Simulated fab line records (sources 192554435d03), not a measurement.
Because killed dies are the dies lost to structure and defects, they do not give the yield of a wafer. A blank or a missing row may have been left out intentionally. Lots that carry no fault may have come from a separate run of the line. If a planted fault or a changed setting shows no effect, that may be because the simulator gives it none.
Chamber matching ; flow n5-finfet ; 4 sister chambers for N5_HKMG_FIN_ETCH_86 on rie-diel-01
The step etches SOC in N2/H2, stops on TiN, target depth 393.2 nm. 24 wafers are shown with their chamber, then 12 later ones without.

## WAFERS, EACH WITH ITS CHAMBER
wafer;chamber;showerhead-plenum-p-Torr (Torr);rf-vpp-V (V);oes-product-au (a.u.)
L075.2;1;2.46;239.6;0.82
L075.4;2;2.34;238.0;0.76
L075.5;3;2.61;241.7;0.67
L076.1;2;2.34;237.7;0.76
L076.4;1;2.46;238.6;0.81
L076.6;1;2.46;239.2;0.81
L078.1;2;2.34;238.7;0.75
L078.4;0;2.42;238.4;0.71
L078.6;1;2.46;238.6;0.81
L080.1;0;2.42;239.6;0.70
L080.3;1;2.46;239.4;0.81
L080.4;3;2.61;242.0;0.66
L081.2;1;2.46;240.2;0.80
L081.3;2;2.34;238.5;0.74
L081.4;3;2.61;241.8;0.66
L087.3;0;2.42;239.4;0.70
L087.4;0;2.41;239.8;0.69
L087.6;2;2.33;240.1;0.73
L089.1;0;2.41;238.4;0.69
L089.4;3;2.61;242.2;0.95
L089.6;2;2.33;237.3;0.73
L091.1;2;2.33;236.4;0.73
L091.2;1;2.45;239.8;0.79
L091.3;0;2.41;240.0;0.69

SIGNATURES (averages over the wafers above)
reading;chamber 0;chamber 1;chamber 2;chamber 3;scatter within a chamber
showerhead-plenum-p-Torr;2.4150;2.4586;2.3357;2.6100;0.00451
rf-vpp-V;239.267;239.343;238.100;241.925;0.805
oes-product-au;0.6967;0.8071;0.7429;0.7350;0.0564
Rule: for each reading, subtract the chamber's mean from the wafer's reading, divide by that reading's scatter and square the result; add these up over the readings and take the root, which gives the wafer's distance from the chamber. The wafer belongs to the nearest chamber; if the next one is less than 2 further off, it can't be placed. The scatter is the square root of a quotient: the sum, over the shown wafers, of each reading's squared deviation from its chamber's mean, divided by wafers minus chambers.

## WAFERS MISSING THEIR CHAMBER
wafer;showerhead-plenum-p-Torr (Torr);rf-vpp-V (V);oes-product-au (a.u.)
L094.2;2.33;239.2;0.72
L094.5;2.33;239.1;0.73
L094.6;2.60;240.4;0.92
L095.2;2.45;239.0;0.78
L095.4;2.41;238.2;0.68
L095.6;2.33;237.4;0.72
L096.1;2.60;242.5;0.90
L096.2;2.45;238.8;0.77
L096.3;2.41;239.7;0.67
L097.1;2.45;238.3;0.77
L097.2;2.60;242.0;0.89
L097.5;2.45;240.6;0.77

## WHICH CHAMBER EACH WENT THROUGH
wafer;from the rows above;in truth
L094.2;2;2
L094.5;2;2
L094.6;3;3
L095.2;1;1
L095.4;0;0
L095.6;2;2
L096.1;3;3
L096.2;1;1
L096.3;0;0
L097.1;1;1
L097.2;3;3
L097.5;1;1
12 of 12 placed correctly. From these rows, 0 cannot be placed. 0 placed wrongly.
